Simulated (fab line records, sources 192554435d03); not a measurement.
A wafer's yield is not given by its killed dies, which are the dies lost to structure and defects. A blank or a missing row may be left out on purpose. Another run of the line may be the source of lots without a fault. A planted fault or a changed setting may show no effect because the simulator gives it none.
8D (eight disciplines) problem report, filled in by code    flow n5-finfet    the parts of the form that need people (team, actions taken, sign-off) are left out

## 1. THE ISSUE
HMC_CMP_THK at N5_PMOS_HMC_CHANNEL_EPI_THK_MEAS_22 reads a mean of 57.2 nm on 2 wafers of 1 lot; wafers without a fault read 53.9 nm with a standard deviation of 0.62. That is +5.4 standard deviations from the usual mean.
First seen on wafer L682.2, day 4 01:31, on film-metro-01. Wafers with a number at this step in the record: 24, from 8 lots. By rule, "out" or "out of limits" means more than 4 standard deviations away from the usual mean. All remaining wafers that have a number are taken as sound.

## 2. WHAT IT IS; WHAT IT IS NOT
question                     is                is not
which readings at this step  HMC_CMP_THK       -
which lots                   L682              L678, L686, L691, L692, L694, L695, L696
which wafers of those lots   L682.2, L682.6    L682.5
read on which gauges         film-metro-01     film-metro-02
when                         from day 4 01:31  up to then (4 sound wafers); but 18 sound wafers of L686, L691, L692, L694, L695, L696 came after

## 3. THE SUSPECTS, EACH WITH WHAT RULES IT OUT
Counting: a tool at a process step up to the reading stays a suspect if it ran every lot that is out. Sound lots after the first of them don't rule it out here, since some wafers of a struck lot are sound.
- the gauge at N5_PMOS_HMC_CHANNEL_EPI_THK_MEAS_22: kept. All the wafers that are out were read on film-metro-01, and no step on other tools shows them out.
- rie-diel-03 at N5_PMOS_HMC_CHANNEL_EPI_HM_OPEN_15 (chemistry CHF3/O2, target SiO2, target depth 40.6 nm, time 20.3 s): kept. It ran the lot that is out, L682 (day 3 23:20).
- rie-si-02 at N5_PMOS_HMC_CHANNEL_EPI_FIN_RECESS_16 (chemistry HBr/Cl2, target Si, target depth 54 nm, time 18 s): kept. It processed L682, the lot that is out, at day 3 23:43, and its most recent sound lot before then was L678 at day 3 00:02.
- Within rie-diel-03 at N5_PMOS_HMC_CHANNEL_EPI_HM_OPEN_15: the wafers that are out ran in chambers 1, 3; their sound lot-mates ran in chamber 2.
- Within rie-si-02 at N5_PMOS_HMC_CHANNEL_EPI_FIN_RECESS_16: the wafers that are out ran in chambers 2, 3; their sound lot-mates ran in chamber 1.
Still standing after the count: rie-diel-03 at N5_PMOS_HMC_CHANNEL_EPI_HM_OPEN_15, rie-si-02 at N5_PMOS_HMC_CHANNEL_EPI_FIN_RECESS_16, film-metro-01 at N5_PMOS_HMC_CHANNEL_EPI_THK_MEAS_22.

## 4. THE CAUSE (what the simulator had put in)
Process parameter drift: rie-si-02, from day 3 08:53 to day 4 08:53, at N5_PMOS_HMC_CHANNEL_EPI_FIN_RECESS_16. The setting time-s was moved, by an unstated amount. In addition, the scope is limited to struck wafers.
Of the 3 suspects that counting leaves, this tool is one.

## 5. THE EFFECT CHAIN, in route order
Each row: a reading where the mean over the struck wafers with a number is more than 3 standard deviations away from the usual. Only readings for which the record gives a usual standard deviation are gone through. hours: the time from each lot's start at the first step in this table that gives one to its start at this step, as a median over the lots. sigmas: the change in usual standard deviations.
hours  step                                 reading      usual    on struck wafers  change  sigmas
0      N5_PMOS_HMC_CHANNEL_EPI_THK_MEAS_22  HMC_CMP_THK  53.9 nm  57.2              +3.4    +5.4
151    N5_BEOL_M4_RC_MEAS_101               CJ_P         5.81     5.04              -0.77   -5.5
At these later measuring or inspecting steps, every struck wafer for which the step has a row has a number for every such reading, and none has moved that far: N5_PMOS_HMC_CHANNEL_EPI_INSPECT_30.

## 6. HOW IT WOULD HAVE BEEN CAUGHT EARLIER
In this record the first reading out of limits at a measuring or inspecting step was taken at day 4 01:31, 17 hours after the fault began at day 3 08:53.
Of the tool readings at N5_PMOS_HMC_CHANNEL_EPI_FIN_RECESS_16 for which the record gives a usual standard deviation, none was out on any struck wafer, so an alarm limit of 4 standard deviations on them would not have fired.
All the lots that are out (1) had begun N5_PMOS_HMC_CHANNEL_EPI_FIN_RECESS_16 on rie-si-02 by day 4 01:31. None of them would have been spared by holding the tool at that moment.
